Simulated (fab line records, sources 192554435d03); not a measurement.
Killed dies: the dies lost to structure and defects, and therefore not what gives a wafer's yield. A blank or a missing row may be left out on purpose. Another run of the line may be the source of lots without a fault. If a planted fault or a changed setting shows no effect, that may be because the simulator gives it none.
Which tool did it? :: flow n5Finfet :: 33 wafers from 11 lots sampled at 2 of the route's 1938 steps

== WHAT THE GAUGES SHOWED, per wafer ==
N5_MIM_BOT_LITHO_OVL_MEAS_11.
lot: L579
measured: day 11 23:02
on: overlay-01
MIM_BOT_OVL (nm): -2 0 0

lot: L580
measured: day 12 11:38
on: overlay-02
MIM_BOT_OVL (nm): -8 -2 -3

lot: L583
measured: day 12 17:07
on: overlay-01
MIM_BOT_OVL (nm): -12 -4 -10

lot: L585
measured: day 13 07:20
on: overlay-02
MIM_BOT_OVL (nm): -2 -4 -6

lot: L587
measured: day 13 10:46
on: overlay-01
MIM_BOT_OVL (nm): 2 2 0

lot: L590
measured: day 14 13:41
on: overlay-02
MIM_BOT_OVL (nm): -7 -3 -2

lot: L589
measured: day 15 09:47
on: overlay-02
MIM_BOT_OVL (nm): -2 -3 0

lot: L593
measured: day 15 14:36
on: overlay-02
MIM_BOT_OVL (nm): 2 -6 -7

lot: L592
measured: day 15 15:26
on: overlay-01
MIM_BOT_OVL (nm): -4 1 5

lot: L598
measured: day 16 10:53
on: overlay-01
MIM_BOT_OVL (nm): 8 2 1

lot: L597
measured: day 16 21:01
on: overlay-02
MIM_BOT_OVL (nm): -6 1 2

== TOOL THAT RAN EACH LOT (tool first, then ch and the chambers of the sampled wafers, then the start) ==
lot: L579
N5_BEOL_M9_PRECLEAN_42: wetBench-01 ch 0,1,7, day 9 19:09

lot: L580
N5_BEOL_M9_PRECLEAN_42: wetBench-01 ch 3,6,7, day 10 11:55

lot: L583
N5_BEOL_M9_PRECLEAN_42: wetBench-02 ch 0,1,4, day 10 17:02

lot: L585
N5_BEOL_M9_PRECLEAN_42: wetBench-04 ch 0,2,3, day 11 09:20

lot: L587
N5_BEOL_M9_PRECLEAN_42: wetBench-02 ch 0,5,6, day 11 17:08

lot: L590
N5_BEOL_M9_PRECLEAN_42: wetBench-01 ch 2,3,7, day 12 14:59

lot: L589
N5_BEOL_M9_PRECLEAN_42: wetBench-04 ch 1,2,7, day 13 04:05

lot: L593
N5_BEOL_M9_PRECLEAN_42: wetBench-01 ch 0,1,5, day 13 06:19

lot: L592
N5_BEOL_M9_PRECLEAN_42: wetBench-01 ch 1,2,3, day 13 12:39

lot: L598
N5_BEOL_M9_PRECLEAN_42: wetBench-01 ch 1,2,6, day 14 08:15

lot: L597
N5_BEOL_M9_PRECLEAN_42: wetBench-02 ch 1,3,6, day 14 18:03
- N5_BEOL_M9_PRECLEAN_42: cleans in residue remover, time 60 s.

== THE ANSWER, worked out from the rows above alone ==
Rule: usual is defined by the lots themselves. The widest of any qualifying gaps counts: lots, ordered by their means at a reading, are off when they make up no more than a third of the lots, leave a main group of 4 or more, and stand apart from it by 3 or more times the standard deviation of that group's means. If all means in a main group match to the digits the tables above print for the reading, that group is not used. A lot without any number at a reading at which 4 lots or more have one is off too. Any other lot the step has rows for is counted as sound.
Across all readings shown, no lot is off: no conclusion can be drawn from this.

== WHAT HAD BEEN PUT IN BY THE SIMULATOR ==
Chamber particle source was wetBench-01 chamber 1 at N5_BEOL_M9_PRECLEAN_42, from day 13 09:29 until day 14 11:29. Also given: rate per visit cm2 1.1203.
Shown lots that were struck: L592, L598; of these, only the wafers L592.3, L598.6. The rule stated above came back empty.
